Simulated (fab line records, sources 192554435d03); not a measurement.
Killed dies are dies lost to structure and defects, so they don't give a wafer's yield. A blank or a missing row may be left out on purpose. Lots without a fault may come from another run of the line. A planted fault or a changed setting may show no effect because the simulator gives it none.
fab line records | flow n5_finfet
record lots=12 wafers=32 last_day=17
route steps=1938 shown BEOL_M4@1097 BEOL_M5@1112 PASSIVATION@1936
lots that met no fault: from a run of the same line without faults
start_h: hours from the record's first day to the start of the lot's first wafer shown | wait_h: hours since the lot's step before | " the same as in the row above | L1.1+2: a row that stands for several wafers | - no value, or no start given | * or withheld: withheld | < > ~ a bound
route shown NAME@n: a module of which the file shows steps, and the number in the route of the first | usual: mean/standard deviation of fault-free wafers | same: alike in all rows | chamber/n: place in a boat | sites: the reading at each site | _std_site: their standard deviation | _edge_site: outer sites' mean less inner sites' | radius_mm: how far each site lies from the wafer's centre | mask NAME#n: copy n | behind: the tool/chamber that last shaped the wafer | hold: why the lot was held/for how many hours/how that ended | device: the transistor (n, p or np) that didn't switch | end of line: the same wafers' tests at the end of the route | a step without rows: its recipe alone | killed: dies lost to structure and defects at the first sort, not the wafer's yield | map: a wafer's dies, x killed, . not, _ none there
set.NAME: the setting as run; set.NAME@STEP: as run at that earlier step | model.NAME: the simulator's own value behind a step, which no gauge read
steps of the route over a sample of lots; a table a step, a row a wafer
services: from which hour (start_h, from the record's first day; less than 0 if before it) a tool's chamber was out of use, for how many hours, and why
## steps
# step N5_BEOL_M4_ANNEAL_93
# recipe temp_c=400 time_s=240 ambient=vacuum
# usual heater_power_w=840/96
# columns lot.wafer tool chamber start_h wait_h heater_power_w
L613.2 pvd_sputter-01 - 173.44 0.0 925
L613.5 " - " " 741
L614.2 pvd_sputter-03 - 190.15 0.0 1009
L614.5 " - " " 986
L614.6 " - " " 827
L616.1 pvd_sputter-01 - 194.60 0.0 728
L616.4 " - " " 705
L616.5 " - " " 699
L619.2 pvd_sputter-01 - 204.50 0.0 911
L619.4 " - " " 758
L619.5 " - " " 739
L621.1 pvd_sputter-02 - 211.46 0.0 821
L621.4 " - " " 840
L621.5 " - " " 819
L622.1 pvd_sputter-02 - 223.71 0.0 720
L622.5 " - " " 794
L620.1 pvd_sputter-01 - 224.19 0.0 714
L620.4 " - " " 754
L620.5 " - " " 920
L625.3 pvd_sputter-02 - 255.01 0.0 795
L625.4 " - " " 700
L625.6 " - " " 810
L627.1 pvd_sputter-02 - 260.76 0.0 800
L627.4 " - " " 840
L627.5 " - " " 818
L628.4 pvd_sputter-02 - 262.70 0.0 799
L628.6 " - " " 850
L629.1 pvd_sputter-03 - 262.72 0.0 926
L629.6 " - " " 997
L636.1 pvd_sputter-03 - 313.34 0.0 853
L636.2 " - " " 989
L636.3 " - " " 918
# step N5_BEOL_M4_DEP_57
# recipe material=SiCN target_thk_a=80 temp_c=withheld precursor=3MS/NH3 pressure_torr=3 rf_w=202 time_s=14
# usual showerhead_plenum_p_Torr=3.662/0.017 throttle_valve_pct=8.9/0.55
# columns lot.wafer tool chamber start_h wait_h showerhead_plenum_p_Torr since_wet_clean_h throttle_valve_pct
L613.2 pecvd-04 2 174.78 0.0 3.647 125 8.8
L613.5 " 0 " " 3.652 - 10.0
L614.2 pecvd-04 1 191.49 0.0 3.698 1620 9.2
L614.5 " 2 " " 3.645 - 8.9
L614.6 " 0 " " 3.656 - 9.9
L616.1 pecvd-04 1 195.96 0.0 3.696 1625 9.0
L616.4 " 0 " " 3.649 - 9.9
L616.5 " 2 " " 3.646 - 8.9
L619.2 pecvd-01 1 205.85 0.0 3.646 1453 9.1
L619.4 " 1 " " 3.652 - 9.0
L619.5 " 0 " " 3.658 - 8.8
L621.1 pecvd-03 2 213.10 0.0 3.667 344 8.3
L621.4 " 1 " " 3.671 - 8.2
L621.5 " 0 " " 3.694 - 9.0
L622.1 pecvd-04 0 225.06 0.0 3.647 929 10.1
L622.5 " 2 " " 3.648 - 8.8
L620.1 pecvd-04 0 225.59 0.0 3.647 929 10.3
L620.4 " 2 " " 3.646 - 8.9
L620.5 " 0 " " 3.654 - 9.9
L625.3 pecvd-01 2 256.37 0.0 3.649 25 8.2
L625.4 " 1 " " 3.645 - 9.1
L625.6 " 0 " " 3.663 - 8.8
L627.1 pecvd-03 2 262.12 0.0 3.673 393 8.7
L627.4 " 2 " " 3.670 - 8.6
L627.5 " 2 " " 3.658 - 8.6
L628.4 pecvd-04 0 264.09 0.0 3.652 - 10.3
L628.6 " 1 " " 3.687 - 8.8
L629.1 pecvd-01 1 264.12 0.0 3.648 1512 9.4
L629.6 " 2 " " 3.653 - 8.2
L636.1 pecvd-01 1 314.69 0.0 3.640 1562 9.3
L636.2 " 0 " " 3.656 837 9.1
L636.3 " 2 " " 3.645 83 8.6
# step N5_BEOL_M5_ILD_DEP_00
# recipe material=SiCOH_lowk target_thk_a=1406.4 temp_c=300 precursor=DEMS/porogen pressure_torr=5 rf_w=500 time_s=25.9
# usual heater_power_w=289/43 showerhead_plenum_p_Torr=5.735/0.019 throttle_valve_pct=13.6/0.63
# columns lot.wafer tool chamber start_h wait_h heater_power_w showerhead_plenum_p_Torr since_wet_clean_h throttle_valve_pct
L613.2 pecvd-02 1 175.86 0.7 288 5.735 1967 13.5
L613.5 " 0 " " 306 5.742 - 14.7
L614.2 pecvd-01 0 192.57 0.7 297 5.714 715 13.4
L614.5 " 2 " " 372 5.731 - 13.8
L614.6 " 0 " " 296 5.735 - 13.8
L616.1 pecvd-02 2 197.05 0.8 314 5.720 509 13.2
L616.4 " 1 " " 317 5.742 - 13.6
L616.5 " 0 " " 281 5.737 - 14.6
L619.2 pecvd-01 0 206.95 0.7 262 5.737 730 13.6
L619.4 " 1 " " 282 5.727 - 14.3
L619.5 " 1 " " 281 5.714 - 14.1
L621.1 pecvd-03 0 214.18 0.8 286 5.753 1099 13.7
L621.4 " 0 " " 293 5.769 - 13.5
L621.5 " 1 " " 246 5.754 - 12.8
L622.1 pecvd-03 2 226.14 0.8 269 5.741 357 12.9
L622.5 " 0 " " 303 5.778 - 13.4
L620.1 pecvd-02 0 226.67 0.8 350 5.736 1293 14.8
L620.4 " 0 " " 337 5.735 - 14.7
L620.5 " 2 " " 286 5.703 - 13.3
L625.3 pecvd-02 0 257.45 0.5 298 5.739 1324 14.7
L625.4 " 2 " " 317 5.698 - 13.2
L625.6 " 1 " " 297 5.734 - 13.9
L627.1 pecvd-02 2 263.21 0.8 293 5.710 576 13.3
L627.4 " 1 " " 303 5.742 - 13.7
L627.5 " 0 " " 310 5.738 - 15.0
L628.4 pecvd-02 2 265.18 0.4 275 5.701 - 13.2
L628.6 " 0 " " 310 5.741 - 14.7
L629.1 pecvd-02 0 265.21 0.8 318 5.740 1332 14.8
L629.6 " 1 " " 285 5.743 - 13.6
L636.1 pecvd-03 2 315.78 0.8 244 5.751 447 13.2
L636.2 " 1 " " 246 5.747 1926 12.5
L636.3 " 0 " " 282 5.766 1201 13.5
# step N5_BEOL_M5_THK_MEAS_01
# recipe reads=SiCOH_lowk_of_BEOL_M5_ILD_DEP_00
# usual M5_ILD_THK=120.6/1.9
# columns lot.wafer tool chamber start_h wait_h M5_ILD_THK[nm]
L613.2 film_metro-01 - 176.43 0.4 117.6
L613.5 " - " " 120.0
L614.2 film_metro-01 - 193.14 0.4 119.7
L614.5 " - " " 121.3
L614.6 " - " " 120.1
L616.1 film_metro-01 - 197.62 0.4 120.1
L616.4 " - " " 119.9
L616.5 " - " " 121.4
L619.2 film_metro-01 - 207.55 0.4 121.3
L619.4 " - " " 120.1
L619.5 " - " " 119.9
L621.1 film_metro-01 - 214.76 0.4 123.1
L621.4 " - " " 125.4
L621.5 " - " " 124.9
L622.1 film_metro-01 - 227.20 0.8 119.2
L622.5 " - " " 123.5
L620.1 film_metro-02 - 227.29 0.4 119.1
L620.4 " - " " 122.0
L620.5 " - " " 122.6
L625.3 film_metro-02 - 258.02 0.3 120.5
L625.4 " - " " 123.3
L625.6 " - " " 122.4
L627.1 film_metro-02 - 263.79 0.4 120.3
L627.4 " - " " 121.7
L627.5 " - " " 119.6
L628.4 film_metro-01 - 265.74 0.2 121.3
L628.6 " - " " 86.6
L629.1 film_metro-01 - 265.78 0.4 84.8
L629.6 " - " " 86.0
L636.1 film_metro-02 - 316.83 0.8 116.7
L636.2 " - " " 119.2
L636.3 " - " " 120.6
# step N5_BEOL_M5_PECVD_70
# recipe material=SiO2 target_thk_a=160 temp_c=400 precursor=TEOS/O2 pressure_torr=5.5 rf_w=450 teos_flow_sccm=53.8 gas=O2 flow_sccm=3000 time_s=18
# usual heater_power_w=674/88 showerhead_plenum_p_Torr=8.76/0.073 throttle_valve_pct=21.8/0.97
# columns lot.wafer tool chamber start_h wait_h heater_power_w showerhead_plenum_p_Torr since_wet_clean_h throttle_valve_pct
L613.2 pecvd-03 2 176.47 0.0 557 8.78 308 21.2
L613.5 " 0 " " 743 8.87 - 22.0
L614.2 pecvd-03 0 193.19 0.0 749 8.90 1078 22.2
L614.5 " 1 " " 608 8.79 - 20.3
L614.6 " 2 " " 548 8.78 - 21.1
L616.1 pecvd-03 0 197.66 0.0 803 8.87 1083 22.2
L616.4 " 2 " " 554 8.80 - 21.3
L616.5 " 1 " " 605 8.82 - 20.0
L619.2 pecvd-01 1 207.58 0.0 750 8.69 1455 22.7
L619.4 " 1 " " 734 8.67 - 22.6
L619.5 " 1 " " 743 8.67 - 22.7
L621.1 pecvd-02 1 214.79 0.0 642 8.76 2006 22.0
L621.4 " 1 " " 675 8.78 - 22.3
L621.5 " 0 " " 623 8.80 - 23.8
L622.1 pecvd-03 2 227.23 0.0 607 8.78 358 21.0
L622.5 " 0 " " 694 8.87 - 21.7
L620.1 pecvd-01 1 227.33 0.0 746 8.69 1475 22.7
L620.4 " 1 " " 725 8.69 - 22.5
L620.5 " 0 " " 678 8.73 - 21.9
L625.3 pecvd-02 2 258.06 0.0 605 8.61 570 21.6
L625.4 " 0 " " 766 8.81 - 24.2
L625.6 " 2 " " 605 8.63 - 21.4
L627.1 pecvd-03 1 263.82 0.0 608 8.79 1874 20.2
L627.4 " 2 " " 623 8.79 - 21.2
L627.5 " 2 " " 642 8.80 - 21.3
L628.4 pecvd-01 1 265.79 0.1 629 8.68 - 22.6
L628.6 " 0 " " 637 8.76 - 21.9
L629.1 pecvd-02 1 265.82 0.0 685 8.77 2057 22.1
L629.6 " 0 " " 740 8.76 - 24.0
L636.1 pecvd-03 0 316.87 0.0 786 8.90 1202 21.9
L636.2 " 2 " " 598 8.82 448 21.1
L636.3 " 1 " " 541 8.82 1927 20.2
# step N5_PASSIVATION_PROBE_49
# usual defect_limited_yield=91.1/1.4 killed_at_M0_to_M3=36/9.9 killed_at_M4_up=13/5.8 killed_at_contacts=14/5.9 killed_at_front_end=39/11 killed_at_other=3.4/2.9 killed_dies=105/17 killed_open=70/13 killed_short=34/7.3 sort_bin_5_function=5.3/1 sort_bin_6_memory=3.3/0.62 sort_n_pass=1075/17 sort_yield_pct=91.1/1.4
# same gross_dies=1180 killed_at_back_side=0 sort_bin_4_leakage[%]=0 sort_bin_8_speed[%]=0
# columns lot.wafer tool chamber start_h wait_h defect_limited_yield[%] killed_at_M0_to_M3 killed_at_M4_up killed_at_contacts killed_at_front_end killed_at_other killed_dies killed_open killed_short sort_bin_5_function[%] sort_bin_6_memory[%] sort_n_pass sort_yield_pct[%]
L613.2 prober-02 - 292.06 0.1 90.3 37 18 18 40 2 115 77 36 5.8 3.3 1065 90.3
L613.5 prober-02 - 292.21 0.2 91.6 26 16 12 44 1 99 72 24 5.5 2.5 1081 91.6
L614.2 prober-02 - 294.06 0.1 90.6 43 9 9 42 8 111 78 33 5.1 4.2 1069 90.6
L614.5 prober-02 - 294.21 0.2 89.5 55 8 9 48 4 124 87 37 7.3 3.1 1056 89.5
L614.6 prober-02 - 294.26 0.3 93.3 33 11 10 23 2 79 51 28 3.3 3.1 1101 93.3
L616.1 prober-01 - 297.32 0.0 90.3 36 5 17 54 3 115 77 38 5.3 4.3 1065 90.3
L616.4 prober-01 - 297.47 0.2 92.7 29 6 14 37 0 86 61 25 4.7 2.3 1094 92.7
L616.5 prober-01 - 297.52 0.2 91.8 44 5 6 41 1 97 67 30 4.7 3.1 1083 91.8
L619.2 prober-02 - 314.62 0.1 87.2 48 17 23 61 2 151 115 33 7.9 4.7 1029 87.2
L619.4 prober-02 - 314.72 0.2 88.6 55 16 13 49 1 134 96 36 7.7 3.2 1046 88.6
L619.5 prober-02 - 314.77 0.2 90.2 39 11 9 55 2 116 80 36 5.6 4.0 1064 90.2
L621.1 prober-01 - 322.65 0.0 90.6 22 18 20 49 2 111 81 29 6.6 2.5 1069 90.6
L621.4 prober-01 - 322.80 0.2 92.5 22 11 15 37 4 89 64 25 4.5 2.7 1091 92.5
L621.5 prober-01 - 322.85 0.2 89.3 39 8 25 52 2 126 78 48 6.3 4.2 1054 89.3
L622.1 prober-01 - 323.79 0.0 91.8 44 9 9 28 7 97 59 37 5.5 2.6 1083 91.8
L622.5 prober-01 - 323.99 0.2 94.4 32 4 1 24 5 66 48 18 3.4 1.9 1114 94.4
L620.1 prober-02 - 327.84 0.0 92.5 32 8 17 25 7 89 65 24 4.3 2.8 1091 92.5
L620.4 prober-02 - 327.99 0.2 92.9 39 8 10 25 2 84 63 21 4.2 2.5 1096 92.9
L620.5 prober-02 - 328.04 0.2 91.9 42 14 7 31 2 96 65 31 4.9 3.1 1084 91.9
L625.3 prober-02 - 355.19 0.1 91.5 37 9 12 40 2 100 72 27 4.7 3.5 1080 91.5
L625.4 prober-02 - 355.24 0.2 91.5 37 16 7 38 2 100 61 38 5.0 3.1 1080 91.5
L625.6 prober-02 - 355.34 0.3 93.5 23 9 5 38 2 77 49 28 3.8 2.6 1103 93.5
L628.4 prober-01 - 363.33 0.2 90.6 45 6 10 49 1 111 60 48 5.6 3.5 1069 90.6
L628.6 prober-01 - 363.43 0.3 92.6 39 9 13 26 0 87 60 26 4.0 3.1 1093 92.6
L629.6 prober-01 - 379.33 0.3 89.2 47 14 25 41 0 127 82 44 6.6 3.7 1053 89.2
L627.1 prober-02 - 384.58 0.0 91.9 30 11 11 40 3 95 70 25 5.3 2.8 1085 91.9
L627.4 prober-02 - 384.73 0.2 91.5 35 12 18 31 4 100 70 30 4.7 3.3 1080 91.5
L627.5 prober-02 - 384.78 0.2 91.1 44 11 14 31 5 105 73 30 4.8 3.8 1075 91.1
L636.1 prober-02 - 414.09 0.0 91.4 34 8 14 39 7 102 57 45 4.3 3.7 1078 91.4
L636.2 prober-02 - 414.14 0.1 91.8 34 10 9 41 3 97 64 33 4.7 3.5 1083 91.8
L636.3 prober-02 - 414.19 0.1 91.8 32 5 10 41 9 97 56 39 5.5 2.4 1083 91.8
# killed by level:class
L613.2 MOL_CONTACT_COAG:geometric_particle:open=16 BEOL_M2:geometric_particle:open=9 FIN_SAQP:geometric_particle:open=8 FIN_SAQP:geometric_particle:short=8 BEOL_M4:geometric_particle:open=8 BEOL_M1:geometric_particle:open=7 BEOL_M3:geometric_particle:open=7 GATE_CUT:geometric_particle:short=6
L613.5 MOL_CONTACT_COAG:geometric_particle:open=11 DUMMY_GATE:geometric_particle:open=10 BEOL_M4:geometric_particle:open=9 STI_FIN_REVEAL:geometric_particle:open=8 BEOL_M0_SAQP:geometric_particle:open=6 BEOL_M0_SAQP:geometric_particle:short=5 BEOL_M3:geometric_particle:open=5 FIN_SAQP:geometric_particle:open=4
L614.2 STI_FIN_REVEAL:geometric_particle:open=18 BEOL_M0_SAQP:geometric_particle:short=14 BEOL_M3:geometric_particle:open=10 DUMMY_GATE:geometric_particle:open=8 MOL_CONTACT_COAG:geometric_particle:open=8 BEOL_M0_SAQP:geometric_particle:open=7 BEOL_M0:geometric_particle:open=5 STI_FIN_REVEAL:geometric_particle:short=4
L614.5 STI_FIN_REVEAL:geometric_particle:open=18 BEOL_M0_SAQP:geometric_particle:open=14 BEOL_M0:geometric_particle:open=11 BEOL_M0_SAQP:geometric_particle:short=9 BEOL_M2:geometric_particle:open=7 MOL_CONTACT_COAG:geometric_particle:open=6 BEOL_M2:geometric_particle:short=5 BEOL_M3:geometric_particle:open=5
L614.6 BEOL_M3:geometric_particle:open=8 BEOL_M2:geometric_particle:open=7 MOL_CONTACT_COAG:geometric_particle:open=6 BEOL_M0_SAQP:geometric_particle:short=6 BEOL_M3:geometric_particle:short=5 STI_FIN_REVEAL:geometric_particle:open=5 STI_FIN_REVEAL:geometric_particle:short=4 MOL_CONTACT_COAG:geometric_particle:short=4
L616.1 STI_FIN_REVEAL:geometric_particle:open=21 MOL_CONTACT_COAG:geometric_particle:open=15 BEOL_M3:geometric_particle:open=8 FIN_SAQP:geometric_particle:open=7 BEOL_M1:geometric_particle:open=7 FIN_SAQP:geometric_particle:short=6 BEOL_M3:geometric_particle:short=5 DUMMY_GATE:geometric_particle:open=4
L616.4 MOL_CONTACT_COAG:geometric_particle:open=12 BEOL_M3:geometric_particle:open=11 FIN_SAQP:geometric_particle:open=9 FIN_SAQP:geometric_particle:short=7 STI_FIN_REVEAL:geometric_particle:open=6 BEOL_M0_SAQP:geometric_particle:open=5 BEOL_M0_SAQP:geometric_particle:short=5 FIN_CUT:geometric_particle:short=3
L616.5 BEOL_M1:geometric_particle:open=10 BEOL_M3:geometric_particle:open=9 FIN_SAQP:geometric_particle:open=8 BEOL_M2:geometric_particle:open=7 BEOL_M0_SAQP:geometric_particle:short=7 BEOL_M0_SAQP:geometric_particle:open=7 FIN_SAQP:geometric_particle:short=5 STI_FIN_REVEAL:geometric_particle:open=5
L619.2 FIN_SAQP:geometric_particle:open=26 MOL_CONTACT_COAG:geometric_particle:open=20 BEOL_M1:geometric_particle:open=18 FIN_SAQP:geometric_particle:short=11 STI_FIN_REVEAL:geometric_particle:open=10 BEOL_M4:geometric_particle:open=9 BEOL_M3:geometric_particle:open=8 BEOL_M0_SAQP:geometric_particle:open=5
L619.4 FIN_SAQP:geometric_particle:open=18 MOL_CONTACT_COAG:geometric_particle:open=12 BEOL_M0:geometric_particle:open=10 STI_FIN_REVEAL:geometric_particle:open=9 BEOL_M0_SAQP:geometric_particle:open=9 BEOL_M0_SAQP:geometric_particle:short=8 BEOL_M2:geometric_particle:open=7 BEOL_M1:geometric_particle:open=7
L619.5 FIN_SAQP:geometric_particle:open=21 BEOL_M1:geometric_particle:open=11 FIN_SAQP:geometric_particle:short=9 MOL_CONTACT_COAG:geometric_particle:open=8 BEOL_M0_SAQP:geometric_particle:open=8 GATE_CUT:geometric_particle:open=7 BEOL_M0_SAQP:geometric_particle:short=7 BEOL_M3:geometric_particle:open=5
L621.1 MOL_CONTACT_COAG:geometric_particle:open=18 STI_FIN_REVEAL:geometric_particle:open=12 FIN_SAQP:geometric_particle:open=9 FIN_SAQP:geometric_particle:short=5 BEOL_M2:geometric_particle:open=5 BEOL_M3:geometric_particle:open=5 GATE_CUT:geometric_particle:open=4 BEOL_M0_SAQP:geometric_particle:open=4
L621.4 STI_FIN_REVEAL:geometric_particle:open=12 MOL_CONTACT_COAG:geometric_particle:open=12 BEOL_M0_SAQP:geometric_particle:short=6 BEOL_M2:geometric_particle:open=6 BEOL_M0_SAQP:geometric_particle:open=5 FIN_SAQP:geometric_particle:short=4 FIN_SAQP:geometric_particle:open=4 BEOL_M3:geometric_particle:open=4
L621.5 MOL_CONTACT_COAG:geometric_particle:open=18 STI_FIN_REVEAL:geometric_particle:open=16 BEOL_M0_SAQP:geometric_particle:short=13 FIN_SAQP:geometric_particle:short=10 BEOL_M0_SAQP:geometric_particle:open=10 MOL_CONTACT_COAG:geometric_particle:short=7 FIN_SAQP:geometric_particle:open=6 GATE_CUT:geometric_particle:short=5
L622.1 BEOL_M0_SAQP:geometric_particle:open=8 BEOL_M0_SAQP:geometric_particle:short=7 BEOL_M1:geometric_particle:open=6 MOL_CONTACT_COAG:geometric_particle:open=6 BEOL_M0:geometric_particle:open=6 BEOL_M2:geometric_particle:open=6 BEOL_M3:geometric_particle:open=5 STARTING-WAFER:geometric_particle:short=5
L622.5 BEOL_M2:geometric_particle:open=18 FIN_SAQP:geometric_particle:short=4 FIN_SAQP:geometric_particle:open=4 STI_FIN_REVEAL:geometric_particle:open=4 BEOL_M1:geometric_particle:open=4 ILD0:geometric_particle:open=3 ILD0:geometric_particle:short=3 GATE_CUT:geometric_particle:open=2
L620.1 MOL_CONTACT_COAG:geometric_particle:open=14 BEOL_M2:geometric_particle:open=9 STI_FIN_REVEAL:geometric_particle:open=7 BEOL_M0_SAQP:geometric_particle:open=6 BEOL_M3:geometric_particle:open=6 BEOL_M1:geometric_particle:open=5 BEOL_M4:geometric_particle:open=4 PASS1_CAP:geometric_particle:short=4
L620.4 BEOL_M2:geometric_particle:open=16 BEOL_M0_SAQP:geometric_particle:open=10 STI_FIN_REVEAL:geometric_particle:open=8 MOL_CONTACT_COAG:geometric_particle:open=8 FIN_SAQP:geometric_particle:short=7 BEOL_M1:geometric_particle:open=4 BEOL_M4:geometric_particle:open=4 FIN_SAQP:geometric_particle:open=3
L620.5 BEOL_M0_SAQP:geometric_particle:short=13 BEOL_M0_SAQP:geometric_particle:open=11 DUMMY_GATE:geometric_particle:open=10 BEOL_M4:geometric_particle:open=8 STI_FIN_REVEAL:geometric_particle:open=6 BEOL_M1:geometric_particle:open=6 MOL_CONTACT_COAG:geometric_particle:open=5 GATE_CUT:geometric_particle:open=4
L625.3 STI_FIN_REVEAL:geometric_particle:open=19 BEOL_M0_SAQP:geometric_particle:open=14 MOL_CONTACT_COAG:geometric_particle:open=10 FIN_SAQP:geometric_particle:open=8 BEOL_M0_SAQP:geometric_particle:short=7 BEOL_M2:geometric_particle:open=6 GATE_CUT:geometric_particle:short=5 FIN_SAQP:geometric_particle:short=3
L625.4 BEOL_M0_SAQP:geometric_particle:open=17 BEOL_M4:geometric_particle:open=11 BEOL_M0_SAQP:geometric_particle:short=10 FIN_SAQP:geometric_particle:short=8 BEOL_M3:geometric_particle:short=7 FIN_SAQP:geometric_particle:open=6 STI_FIN_REVEAL:geometric_particle:open=6 GATE_CUT:geometric_particle:short=5
L625.6 STI_FIN_REVEAL:geometric_particle:open=12 BEOL_M0_SAQP:geometric_particle:open=11 FIN_SAQP:geometric_particle:short=9 BEOL_M0_SAQP:geometric_particle:short=7 MOL_CONTACT_COAG:geometric_particle:open=5 FIN_SAQP:geometric_particle:open=4 GATE_CUT:geometric_particle:short=4 STI_FIN_REVEAL:geometric_particle:short=3
L628.4 BEOL_M0_SAQP:geometric_particle:short=13 FIN_SAQP:geometric_particle:short=11 STI_FIN_REVEAL:geometric_particle:open=10 BEOL_M0_SAQP:geometric_particle:open=8 BEOL_M2:geometric_particle:open=8 FIN_SAQP:geometric_particle:open=7 MOL_CONTACT_COAG:geometric_particle:open=7 STI_FIN_REVEAL:geometric_particle:short=6
L628.6 BEOL_M1:geometric_particle:open=13 BEOL_M0_SAQP:geometric_particle:open=9 MOL_CONTACT_COAG:geometric_particle:open=9 GATE_CUT:geometric_particle:short=7 BEOL_M2:geometric_particle:open=6 DUMMY_GATE:geometric_particle:open=5 FIN_SAQP:geometric_particle:short=4 STI_FIN_REVEAL:geometric_particle:open=4
L629.6 MOL_CONTACT_COAG:geometric_particle:open=21 BEOL_M0_SAQP:geometric_particle:short=15 STI_FIN_REVEAL:geometric_particle:open=14 BEOL_M0_SAQP:geometric_particle:open=12 BEOL_M2:geometric_particle:open=9 GATE_CUT:geometric_particle:short=7 FIN_SAQP:geometric_particle:short=4 BEOL_M5:geometric_particle:open=4
L627.1 MOL_CONTACT_COAG:geometric_particle:open=10 FIN_SAQP:geometric_particle:open=9 DUMMY_GATE:geometric_particle:open=9 BEOL_M2:geometric_particle:open=9 BEOL_M0_SAQP:geometric_particle:short=7 STI_FIN_REVEAL:geometric_particle:open=7 BEOL_M0_SAQP:geometric_particle:open=7 FIN_SAQP:geometric_particle:short=5
L627.4 MOL_CONTACT_COAG:geometric_particle:open=16 DUMMY_GATE:geometric_particle:open=13 BEOL_M0_SAQP:geometric_particle:short=8 BEOL_M3:geometric_particle:open=7 BEOL_M0_SAQP:geometric_particle:open=6 STI_FIN_REVEAL:geometric_particle:open=5 BEOL_M2:geometric_particle:open=5 BEOL_M1:geometric_particle:open=4
L627.5 MOL_CONTACT_COAG:geometric_particle:open=13 BEOL_M2:geometric_particle:open=13 BEOL_M0_SAQP:geometric_particle:open=9 BEOL_M3:geometric_particle:open=8 BEOL_M0_SAQP:geometric_particle:short=8 FIN_SAQP:geometric_particle:open=7 STARTING-WAFER:geometric_particle:open=5 BEOL_M4:geometric_particle:open=4
L636.1 STI_FIN_REVEAL:geometric_particle:open=12 MOL_CONTACT_COAG:geometric_particle:open=12 FIN_SAQP:geometric_particle:short=11 BEOL_M0_SAQP:geometric_particle:short=11 BEOL_M0_SAQP:geometric_particle:open=9 BEOL_M0:geometric_particle:open=7 FIN_SAQP:geometric_particle:open=5 GATE_CUT:geometric_particle:short=4
L636.2 STI_FIN_REVEAL:geometric_particle:open=11 FIN_SAQP:geometric_particle:short=10 BEOL_M0_SAQP:geometric_particle:open=10 MOL_CONTACT_COAG:geometric_particle:open=8 BEOL_M0_SAQP:geometric_particle:short=8 FIN_SAQP:geometric_particle:open=5 BEOL_M0:geometric_particle:open=5 BEOL_M3:geometric_particle:open=4
L636.3 FIN_SAQP:geometric_particle:open=12 FIN_SAQP:geometric_particle:short=10 MOL_CONTACT_COAG:geometric_particle:open=10 BEOL_M0_SAQP:geometric_particle:short=10 BEOL_M0_SAQP:geometric_particle:open=7 BEOL_M1:geometric_particle:open=6 GATE_CUT:geometric_particle:short=5 STI_FIN_REVEAL:geometric_particle:open=4
## services
# columns tool chamber start_h hours kind
pecvd-02 0 157.82 5.5 scheduled_down
pvd_sputter-01 - 163.99 2.8 repair
pecvd-03 - 168.28 1.8 repair
pecvd-01 2 202.38 - clean
pecvd-01 2 202.38 - consumable_replace:showerhead
pecvd-01 2 202.38 29.0 scheduled_down
pecvd-01 2 202.38 29.0 vent_cycle
pecvd-04 - 205.06 9.1 repair
pecvd-02 1 221.97 20.4 repair
pecvd-01 1 238.05 5.5 scheduled_down
pecvd-03 0 262.05 7.4 repair
pecvd-03 2 266.43 2.0 repair
pecvd-04 - 303.32 1.0 repair
## key
first_sign step=N5_BEOL_M5_THK_MEAS_01 reading=M5_ILD_THK direction=down sigmas=18 usual=120.6 struck=85.8
effect none on later readings
met_at N5_BEOL_M5_ILD_DEP_00
struck_lots L628,L629
struck_wafers L628.6,L629.1,L629.6
not_acting_at N5_BEOL_M4_ANNEAL_93,N5_BEOL_M4_DEP_57,N5_BEOL_M5_PECVD_70
onset_between 263.21 265.18
fault kind=process_parameter_drift tool=pecvd-02 chamber=- onset_h=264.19 steps=N5_BEOL_M5_ILD_DEP_00 channel=time_s offset=* shape=step end_h=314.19 scope=struck_wafers_only acts_in=* stated=*
